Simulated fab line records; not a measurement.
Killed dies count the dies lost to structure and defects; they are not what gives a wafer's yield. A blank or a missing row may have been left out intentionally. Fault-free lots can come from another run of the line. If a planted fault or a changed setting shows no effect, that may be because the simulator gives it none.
fab line records	flow n5Finfet	part 1 of 2: steps 1 to 16 of 23
record lots=5	wafers=15	lastDay=16
route steps=1938 shown BEOL_M0_SAQP@650
lots that met no fault: taken from a fault-free run of the same line
startH: hours from the record's first day to the start of the lot's first wafer shown	waitH: how many hours have passed since the lot's step before this one	" identical to the entry in the row above	L1.1+2: one row covering several wafers at once	- either no value or no given start	* or withheld: withheld	< > ~ a bound
route shown NAME@n: a module of which the file shows steps, and the number in the route of the first	usual: mean/standard deviation taken from wafers without a fault	same: alike in all rows	chamber/n: place in a boat	sites: readings site by site	_std_site: the standard deviation of these	_edge_site: mean of outer sites minus mean of inner sites	radiusMm: how far each site lies from the wafer's centre	mask NAME#n: copy n	behind: tool/chamber where the wafer was last shaped	hold: the reason the lot was held/the length of the hold in hours/how it ended	device: names the non-switching transistor (n, p or np)	end of line: tests run on the same wafers once the route is complete	a step with no rows: only its recipe	killed: not the wafer's yield, but the dies lost to structure and defects at the first sort	map: shows each die of a wafer: x if killed, . if not, _ if none is there
set.NAME: the setting the step ran with; set.NAME@STEP: the setting that earlier step ran with	model.NAME: the simulator's own value behind a step, which no gauge read
lots at some steps of the route; a table a step, a row a wafer
services: the hour from which a tool's chamber was out of use, counted from the record's first day as startH (under 0 if before that day), plus the number of hours and why
## steps
# step N5_BEOL_M0_SAQP_OVL_MEAS_15
# recipe pointsPerWafer=44
# usual M0_CORE_OVL=-0.1/0.79
lot.wafer	tool	chamber	startH	waitH	M0_CORE_OVL[nm]
L080.2	overlay-01	0	146.26	0.0	1.7
L080.3	"	0	"	"	1.0
L080.6	"	0	"	"	1.1
L087.2	overlay-01	0	189.52	0.0	-1.0
L087.3	"	0	"	"	-1.1
L087.4	"	0	"	"	-1.0
L090.2	overlay-02	0	203.86	0.0	-0.3
L090.5	"	0	"	"	0.0
L090.6	"	0	"	"	-0.1
L092.3	overlay-01	0	217.46	0.0	-0.4
L092.5	"	0	"	"	0.0
L092.6	"	0	"	"	-1.3
L093.1	overlay-01	0	221.62	0.0	0.6
L093.3	"	0	"	"	0.4
L093.4	"	0	"	"	-0.2
# step N5_BEOL_M0_SAQP_INSPECT_16
# recipe mode=adi	inspectInstrument=brightfield
# usual rawDefectCount=492/140
lot.wafer	tool	chamber	startH	waitH	rawDefectCount
L080.2	defectInspect-02	-	146.29	0.0	287
L080.3	"	-	"	"	385
L080.6	"	-	"	"	454
L087.2	defectInspect-02	-	189.55	0.0	398
L087.3	"	-	"	"	357
L087.4	"	-	"	"	381
L090.2	defectInspect-01	-	203.88	0.0	425
L090.5	"	-	"	"	577
L090.6	"	-	"	"	400
L092.3	defectInspect-02	-	217.49	0.0	504
L092.5	"	-	"	"	399
L092.6	"	-	"	"	762
L093.1	defectInspect-02	-	221.64	0.0	368
L093.3	"	-	"	"	411
L093.4	"	-	"	"	369
# step N5_BEOL_M0_SAQP_DESCUM_19
# recipe chemistry=O2	timeS=7.9	sourcePowerW=50	biasPowerW=20	pressureMtorr=20	rfFrequencyHz=2.712e+07	tempC=40	resist=CAR-ArF	o2FlowSccm=225
# usual drypumpMotorCurrentA=5.5/0.4	oesProductAu=0.79/0.11	rfVppV=243.4/1.4	showerheadPlenumPTorr=2.12/0.069	throttleValvePct=20.36/0.25
# same timeS=7.9
lot.wafer	tool	chamber	startH	waitH	drypumpMotorCurrentA	oesProductAu	rfHoursCounterH	rfVppV	showerheadPlenumPTorr	throttleValvePct
L080.2	rieDiel-02	1	146.32	0.0	5.6	0.76	147	246.0	2.18	20.51
L080.3	"	0	"	"	6.5	0.70	238	245.3	2.14	20.19
L080.6	"	0	"	"	6.5	0.69	-	244.3	2.14	20.20
L087.2	rieDiel-01	3	189.62	0.1	5.7	0.70	197	242.3	2.15	20.30
L087.3	"	0	"	"	5.3	0.83	81	244.7	2.22	20.44
L087.4	"	2	"	"	5.4	0.71	-	243.7	2.08	20.56
L090.2	rieDiel-02	1	203.94	0.1	5.6	0.74	167	243.6	2.17	20.56
L090.5	"	1	"	"	5.6	0.75	-	244.3	2.17	20.55
L090.6	"	2	"	"	5.1	0.71	-	241.6	2.07	20.32
L092.3	rieDiel-01	3	217.52	0.0	5.7	0.70	204	243.8	2.15	20.33
L092.5	"	1	"	"	5.9	0.96	-	242.4	2.05	19.87
L092.6	"	0	"	"	5.3	0.82	-	244.6	2.21	20.45
L093.1	rieDiel-02	1	222.12	0.5	5.6	0.74	172	244.6	2.17	20.54
L093.3	"	2	"	"	5.1	0.71	219	242.8	2.07	20.35
L093.4	"	0	"	"	6.5	0.95	6	243.2	2.13	19.75
# step N5_BEOL_M0_SAQP_ETCH_83
# recipe chemistry=CF4	target=SiARC	targetDepthA=390	maskMaterial=CAR-ArF	timeS=65	ionEnergyEv=80	pressureMtorr=40	sourceW=545	biasW=36	Ar_flow_sccm=100	cf4FlowSccm=100	ends=cleared
# usual drypumpMotorCurrentA=5.5/0.4	etchRfOnTimeS=64.1/1.7	oesProductAu=0.68/0.094	rfVppV=184.4/1.1	showerheadPlenumPTorr=2.17/0.072	throttleValvePct=15.58/0.25
lot.wafer	tool	chamber	startH	waitH	drypumpMotorCurrentA	etchRfOnTimeS	oesProductAu	rfHoursCounterH	rfVppV	showerheadPlenumPTorr	throttleValvePct
L080.2	rieDiel-02	1	146.35	0.0	5.6	64.2	0.65	147	184.5	2.24	15.81
L080.3	"	0	"	"	6.5	64.8	0.59	238	185.4	2.19	15.48
L080.6	"	0	"	"	6.5	64.7	0.59	-	183.6	2.19	15.48
L087.2	rieDiel-01	3	189.66	0.0	5.7	63.4	0.60	197	184.8	2.22	15.69
L087.3	"	0	"	"	5.4	62.3	0.72	81	185.4	2.25	15.52
L087.4	"	2	"	"	5.4	65.1	0.62	-	183.0	2.13	15.79
L090.2	rieDiel-02	1	203.97	0.0	5.6	64.3	0.64	167	183.5	2.24	15.85
L090.5	"	1	"	"	5.6	64.6	0.63	-	183.8	2.24	15.85
L090.6	"	2	"	"	5.1	68.9	0.59	-	182.9	2.12	15.57
L092.3	rieDiel-01	3	217.56	0.0	5.7	64.1	0.60	204	184.8	2.22	15.68
L092.5	"	1	"	"	6.0	61.5	0.84	-	181.9	2.10	15.04
L092.6	"	0	"	"	5.3	63.3	0.71	-	185.8	2.24	15.54
L093.1	rieDiel-02	1	222.16	0.0	5.6	63.9	0.63	172	185.5	2.23	15.86
L093.3	"	2	"	"	5.1	68.5	0.59	219	183.8	2.12	15.54
L093.4	"	0	"	"	6.5	64.7	0.80	6	185.1	2.18	14.98
# step N5_BEOL_M0_SAQP_ETCH_84
# recipe chemistry=N2/H2	target=SOC	targetDepthA=1000	overetchA=200	maskMaterial=SiARC	tempC=40	timeS=150	ionEnergyEv=200	pressureMtorr=30	sourceW=840	biasW=150	n2FlowSccm=200	h2FlowSccm=200
# usual drypumpMotorCurrentA=5.5/0.4	oesProductAu=0.70/0.089	rfVppV=524.8/2.5	showerheadPlenumPTorr=2.57/0.09	throttleValvePct=17.77/0.27
# same timeS=150
lot.wafer	tool	chamber	startH	waitH	drypumpMotorCurrentA	oesProductAu	rfHoursCounterH	rfVppV	showerheadPlenumPTorr	throttleValvePct
L080.2	rieDiel-02	1	146.40	0.0	5.6	0.67	147	527.1	2.63	17.76
L080.3	"	0	"	"	6.5	0.62	238	523.3	2.62	17.81
L080.6	"	0	"	"	6.5	0.61	-	526.5	2.62	17.81
L087.2	rieDiel-01	3	189.71	0.0	5.7	0.63	197	526.5	2.62	17.67
L087.3	"	0	"	"	5.3	0.74	81	528.5	2.68	17.79
L087.4	"	2	"	"	5.4	0.64	-	523.9	2.55	18.13
L090.2	rieDiel-02	1	204.02	0.0	5.6	0.66	167	525.3	2.62	17.79
L090.5	"	1	"	"	5.6	0.66	-	527.0	2.62	17.78
L090.6	"	2	"	"	5.1	0.63	-	523.9	2.53	17.82
L092.3	rieDiel-01	3	217.61	0.0	5.7	0.63	204	526.0	2.61	17.69
L092.5	"	1	"	"	6.0	0.84	-	523.0	2.47	17.12
L092.6	"	0	"	"	5.3	0.73	-	527.8	2.68	17.78
L093.1	rieDiel-02	1	222.21	0.0	5.6	0.65	172	525.7	2.62	17.80
L093.3	"	2	"	"	5.1	0.63	219	524.6	2.53	17.83
L093.4	"	0	"	"	6.5	0.84	6	525.5	2.61	17.33
# step N5_BEOL_M0_SAQP_STRIP_80
# recipe chemistry=N2/H2	tempC=40	n2FlowSccm=200	h2FlowSccm=200	rfFrequencyHz=6e+07
lot.wafer	tool	chamber	startH	waitH
L080.2+3+6	rieDiel-02	1,0,0	146.50	0.0
L087.2+3+4	rieDiel-01	3,0,2	189.80	0.0
L090.2+5+6	rieDiel-02	1,1,2	204.12	0.0
L092.3+5+6	rieDiel-01	3,1,0	217.70	0.0
L093.1+3+4	rieDiel-02	1,2,0	222.30	0.0
# step N5_BEOL_M0_SAQP_HM_OPEN_112
# recipe chemistry=CHF3/O2	target=SiO2	stopOn=a-Si	targetDepthA=120	overEtchFrac=1.25	maskMaterial=SOC	timeS=13.5	pressureMtorr=30	sourceW=650	biasW=170	Ar_flow_sccm=200	CHF3_flow_sccm=50	O2_flow_sccm=5	ionEnergyEv=200	ends=endPoint
# usual CHF3_flow_sccm=49.99/0.14	drypumpMotorCurrentA=5.5/0.4	oes_o_777_au=0.79/0.1	oesProductAu=0.51/0.065	rfVppV=520/8.4	showerheadPlenumPTorr=2.44/0.083	throttleValvePct=18.80/0.21
lot.wafer	tool	chamber	startH	waitH	CHF3_flow_sccm	drypumpMotorCurrentA	oes_o_777_au	oesProductAu	rfHoursCounterH	rfVppV	showerheadPlenumPTorr	throttleValvePct
L080.2	rieDiel-02	1	146.51	0.0	49.99	5.5	0.74	0.50	147	518	2.52	19.00
L080.3	"	0	"	"	50.03	6.5	0.69	0.45	238	503	2.47	18.71
L080.6	"	0	"	"	50.08	6.5	0.69	0.45	-	503	2.47	18.71
L087.2	rieDiel-01	3	189.81	0.0	49.98	5.7	0.69	0.45	197	508	2.49	18.82
L087.3	"	0	"	"	50.05	5.3	0.84	0.52	81	527	2.54	18.82
L087.4	"	2	"	"	50.12	5.4	0.72	0.47	-	513	2.40	19.02
L090.2	rieDiel-02	1	204.13	0.0	49.78	5.6	0.74	0.47	167	517	2.51	19.05
L090.5	"	1	"	"	49.90	5.6	0.73	0.48	-	517	2.51	19.04
L090.6	"	2	"	"	50.05	5.1	0.69	0.47	-	535	2.40	18.79
L092.3	rieDiel-01	3	217.71	0.0	50.21	5.7	0.68	0.46	204	509	2.49	18.83
L092.5	"	1	"	"	50.08	6.0	0.96	0.63	-	532	2.37	18.31
L092.6	"	0	"	"	49.90	5.3	0.82	0.53	-	525	2.53	18.81
L093.1	rieDiel-02	1	222.31	0.0	50.24	5.6	0.73	0.48	172	517	2.51	19.06
L093.3	"	2	"	"	50.15	5.1	0.69	0.46	219	535	2.40	18.80
L093.4	"	0	"	"	50.20	6.5	0.95	0.62	6	504	2.47	18.28
# step N5_BEOL_M0_SAQP_STRIP_113
# recipe chemistry=CHF3/O2	resist=SiARC	rfFrequencyHz=6e+07
lot.wafer	tool	chamber	startH	waitH
L080.2+3+6	rieDiel-02	1,0,0	146.56	0.0
L087.2+3+4	rieDiel-01	3,0,2	189.87	0.0
L090.2+5+6	rieDiel-02	1,1,2	204.18	0.0
L092.3+5+6	rieDiel-01	3,1,0	217.77	0.0
L093.1+3+4	rieDiel-02	1,2,0	222.36	0.0
# step N5_BEOL_M0_SAQP_MANDREL_ETCH_20
# recipe targetDepthA=600	chemistry=HBr/Cl2	target=a-Si	stopOn=SiNx	btTimeS=10	maskMaterial=SOC	overEtchFrac=0.5	timeS=30	pressureMtorr=10	icpW=800	biasW=75	HBr_flow_sccm=150	Cl2_flow_sccm=80	ends=endPoint
# usual drypumpMotorCurrentA=5.85/0.26	oesProductAu=0.775/0.015	throttleValvePct=35.6/0.37
lot.wafer	tool	chamber	startH	waitH	drypumpMotorCurrentA	oesProductAu	rfHoursCounterH	throttleValvePct
L080.2	rieSi-06	0	146.59	0.0	5.92	0.788	9	36.3
L080.3	"	2	"	"	6.04	0.765	8	35.4
L080.6	"	0	"	"	5.90	0.791	-	36.2
L087.2	rieSi-06	1	189.90	0.0	5.84	0.769	164	35.8
L087.3	"	3	"	"	6.18	0.767	103	35.2
L087.4	"	2	"	"	6.08	0.781	9	35.4
L090.2	rieSi-06	1	204.21	0.0	5.80	0.768	164	35.8
L090.5	"	0	"	"	5.95	0.797	-	36.2
L090.6	"	3	"	"	6.23	0.787	-	35.2
L092.3	rieSi-06	2	217.80	0.0	6.01	0.787	9	35.4
L092.5	"	0	"	"	5.90	0.797	-	36.2
L092.6	"	3	"	"	6.20	0.788	-	35.2
L093.1	rieSi-02	0	222.40	0.0	5.25	0.756	71	35.6
L093.3	"	3	"	"	5.80	0.736	26	35.2
L093.4	"	2	"	"	5.85	0.748	-	35.8
# step N5_BEOL_M0_SAQP_STRIP_86
# recipe chemistry=N2/H2	powerW=500	tempC=40	pressureMtorr=50	rfFrequencyHz=6e+07	overashFraction=0.3	biasPowerW=28	h2Frac=0.5	n2FlowSccm=300	h2FlowSccm=300
# usual drypumpMotorCurrentA=5.5/0.45	oesProductAu=0.80/0.1	rfVppV=122.0/1.5	showerheadPlenumPTorr=3.39/0.11	throttleValvePct=18.85/0.29
lot.wafer	tool	chamber	startH	waitH	drypumpMotorCurrentA	oesProductAu	rfHoursCounterH	rfVppV	showerheadPlenumPTorr	throttleValvePct
L080.2	rieDiel-01	0	146.78	0.1	5.4	0.86	65	122.5	3.54	18.82
L080.3	"	1	"	"	6.0	0.67	248	121.6	3.28	18.58
L080.6	"	2	"	"	5.4	0.72	-	124.0	3.38	19.29
L087.2	rieDiel-04	3	190.16	0.2	6.0	0.69	217	121.8	3.18	19.00
L087.3	"	2	"	"	4.7	0.90	26	123.3	3.58	18.82
L087.4	"	0	"	"	5.4	0.93	-	120.5	3.29	18.58
L090.2	rieDiel-04	3	204.31	0.1	5.9	0.70	222	121.8	3.18	18.99
L090.5	"	1	"	"	5.1	0.99	-	120.7	3.45	18.66
L090.6	"	2	"	"	4.8	0.89	-	121.7	3.58	18.81
L092.3	rieDiel-02	1	217.90	0.1	5.6	0.74	171	123.0	3.45	18.63
L092.5	"	1	"	"	5.6	0.74	-	122.8	3.45	18.64
L092.6	"	0	"	"	6.5	0.98	-	120.2	3.44	18.70
L093.1	rieDiel-04	2	222.50	0.1	4.7	0.89	37	123.3	3.57	18.81
L093.3	"	0	"	"	5.4	0.91	29	118.4	3.28	18.62
L093.4	"	3	"	"	5.9	0.70	228	120.8	3.17	19.02
# step N5_BEOL_M0_SAQP_STRIP_115
# recipe chemistry=postEtchResidueRemover	timeS=60	tempC=25	removerPh=withheld	removerWaterWtPct=withheld	removerFluorideWtPct=withheld
# same timeS=60
lot.wafer	tool	chamber	startH	waitH
L080.2+3+6	wetBench-04	7,0,5	146.85	-
L087.2+3+4	wetBench-02	4,5,2	190.23	-
L090.2+5+6	wetBench-04	0,1,2	204.38	-
L092.3+5+6	wetBench-02	6,7,2	217.96	-
L093.1+3+4	wetBench-04	4,3,2	222.57	-
# step N5_BEOL_M0_SAQP_SRD_93
# recipe dry=ipaMarangoni	timeS=30	tempC=23	rinseLiquid=diw
# same timeS=30
lot.wafer	tool	chamber	startH	waitH
L080.2+3+6	wetBench-04	7,0,5	146.87	0.0
L087.2+3+4	wetBench-02	4,5,2	190.25	0.0
L090.2+5+6	wetBench-04	0,1,2	204.40	0.0
L092.3+5+6	wetBench-02	6,7,2	217.98	0.0
L093.1+3+4	wetBench-04	4,3,2	222.59	0.0
# step N5_BEOL_M0_SAQP_RECESS_114
# recipe chemistry=HF/NH3	target=SiO2	targetDepthA=144	afsCycles=3	tempC=30	sublimationTempC=180	sublimationTimeS=60
# usual drypumpMotorCurrentA=5.5/0.38	forelinePTorr=0.1280/0.00045
# same sublimationTimeS=60
lot.wafer	tool	chamber	startH	waitH	drypumpMotorCurrentA	forelinePTorr
L080.2	vaporEtch-02	0	147.38	0.5	5.2	0.1281
L080.3	"	0	"	"	5.2	0.1283
L080.6	"	1	"	"	5.4	0.1276
L087.2	vaporEtch-02	1	190.30	0.0	5.3	0.1286
L087.3	"	1	"	"	5.3	0.1277
L087.4	"	0	"	"	5.1	0.1286
L090.2	vaporEtch-02	0	204.44	0.0	5.1	0.1279
L090.5	"	0	"	"	5.1	0.1283
L090.6	"	1	"	"	5.3	0.1279
L092.3	vaporEtch-02	1	218.15	0.2	5.3	0.1274
L092.5	"	1	"	"	5.3	0.1278
L092.6	"	0	"	"	5.2	0.1278
L093.1	vaporEtch-01	0	222.63	0.0	5.8	0.1281
L093.3	"	0	"	"	5.8	0.1283
L093.4	"	1	"	"	6.2	0.1294
# step N5_BEOL_M0_SAQP_SPACER1_ALD_98
# recipe material=SiO2	targetThkA=128	tempC=300	aldPrecursorFamily=BDEAS	aldCoReactant=O2-plasma	pulseTimeS=1	purgeTimeS=2	coReactantPurgeTimeS=2	aldCycles=138	pressureTorr=2
# usual heaterPowerW=452/55	precursorPulseHeightRel=1.002/0.02
lot.wafer	tool	chamber	startH	waitH	heaterPowerW	precursorPulseHeightRel
L080.2	aldSin-03	1	147.77	0.3	571	1.017
L080.3	"	3	"	"	495	1.018
L080.6	"	0	"	"	428	1.028
L087.2	aldSin-03	1	191.43	1.0	564	0.981
L087.3	"	3	"	"	488	1.028
L087.4	"	0	"	"	431	1.002
L090.2	aldSin-03	1	204.83	0.3	570	1.031
L090.5	"	0	"	"	426	1.019
L090.6	"	3	"	"	491	1.017
L092.3	aldSin-04	2	218.41	0.1	359	0.962
L092.5	"	0	"	"	410	0.999
L092.6	"	1	"	"	469	1.038
L093.1	aldSin-04	3	224.36	1.6	464	1.018
L093.3	"	2	"	"	365	1.021
L093.4	"	0	"	"	409	1.051
# step N5_BEOL_M0_SAQP_SPACER1_ETCHBACK_99
# recipe chemistry=CHF3/O2	mode=anisotropicEtchback	target=SiO2	targetDepthA=154	timeS=7.7	pressureMtorr=30	sourceW=650	biasW=170	Ar_flow_sccm=200	CHF3_flow_sccm=50	O2_flow_sccm=5	ionEnergyEv=200
# usual CHF3_flow_sccm=49.99/0.14	drypumpMotorCurrentA=5.4/0.45	oes_o_777_au=0.81/0.1	oesProductAu=0.81/0.11	rfVppV=521/7.7	showerheadPlenumPTorr=2.43/0.089	throttleValvePct=18.84/0.21
# same timeS=7.7
lot.wafer	tool	chamber	startH	waitH	CHF3_flow_sccm	drypumpMotorCurrentA	oes_o_777_au	oesProductAu	rfHoursCounterH	rfVppV	showerheadPlenumPTorr	throttleValvePct
L080.2	rieDiel-02	2	148.26	0.3	50.07	5.1	0.70	0.71	195	535	2.41	18.82
L080.3	"	1	"	"	50.03	5.6	0.75	0.75	148	519	2.52	19.08
L080.6	"	2	"	"	49.97	5.2	0.71	0.72	-	536	2.41	18.81
L087.2	rieDiel-04	0	191.91	0.3	50.12	5.4	0.93	0.92	19	524	2.36	18.65
L087.3	"	3	"	"	50.00	6.0	0.72	0.69	218	520	2.27	19.16
L087.4	"	2	"	"	50.06	4.7	0.89	0.90	-	522	2.57	18.75
L090.2	rieDiel-01	3	205.30	0.3	50.09	5.7	0.69	0.69	201	509	2.49	18.89
L090.5	"	1	"	"	50.05	6.0	0.97	0.98	-	531	2.37	18.40
L090.6	"	0	"	"	49.64	5.3	0.83	0.84	-	528	2.54	18.88
L092.3	rieDiel-04	0	218.89	0.3	49.90	5.4	0.92	0.91	28	525	2.36	18.69
L092.5	"	2	"	"	49.81	4.7	0.88	0.90	-	521	2.56	18.77
L092.6	"	1	"	"	50.16	5.1	0.95	0.98	-	523	2.46	18.51
L093.1	rieDiel-04	0	224.85	0.3	49.98	5.4	0.91	0.90	30	525	2.36	18.67
L093.3	"	2	"	"	49.86	4.7	0.87	0.89	38	523	2.56	18.76
L093.4	"	3	"	"	49.88	5.9	0.71	0.69	229	521	2.26	19.17
# step N5_BEOL_M0_SAQP_MANDREL1_REMOVE_100
# recipe chemistry=HBr/Cl2/O2	btTimeS=10	target=a-Si	stopOn=SiNx	endpoint=OES-SiCl	overEtchFrac=0.85	icpW=600	biasW=30	HBr_flow_sccm=150	Cl2_flow_sccm=80	O2_flow_sccm=5	pressureMtorr=10
# usual drypumpMotorCurrentA=5.79/0.28	oes_o_777_au=0.989/0.028	oesProductAu=0.991/0.014	throttleValvePct=36.8/0.34
lot.wafer	tool	chamber	startH	waitH	drypumpMotorCurrentA	oes_o_777_au	oesProductAu	rfHoursCounterH	throttleValvePct
L080.2	rieSi-02	3	148.35	0.1	5.84	0.958	0.966	25	36.4
L080.3	"	1	"	"	5.80	0.991	1.018	186	36.6
L080.6	"	1	"	"	5.81	0.986	1.010	-	36.6
L087.2	rieSi-02	0	192.00	0.1	5.24	0.958	0.987	70	36.9
L087.3	"	3	"	"	5.79	0.958	0.971	25	36.4
L087.4	"	2	"	"	5.86	0.985	0.980	44	37.1
L090.2	rieSi-01	1	205.39	0.1	6.00	0.974	0.988	20	36.8
L090.5	"	3	"	"	5.92	0.985	0.993	-	36.9
L090.6	"	0	"	"	5.75	1.037	1.007	-	37.4
L092.3	rieSi-02	3	218.98	0.1	5.84	0.957	0.975	26	36.4
L092.5	"	2	"	"	5.85	0.983	0.988	-	37.0
L092.6	"	3	"	"	5.85	0.954	0.969	-	36.4
L093.1	rieSi-01	1	224.94	0.1	6.01	0.977	0.997	21	36.8
L093.3	"	3	"	"	5.99	1.002	0.993	114	36.9
L093.4	"	0	"	"	5.76	1.039	1.012	179	37.4
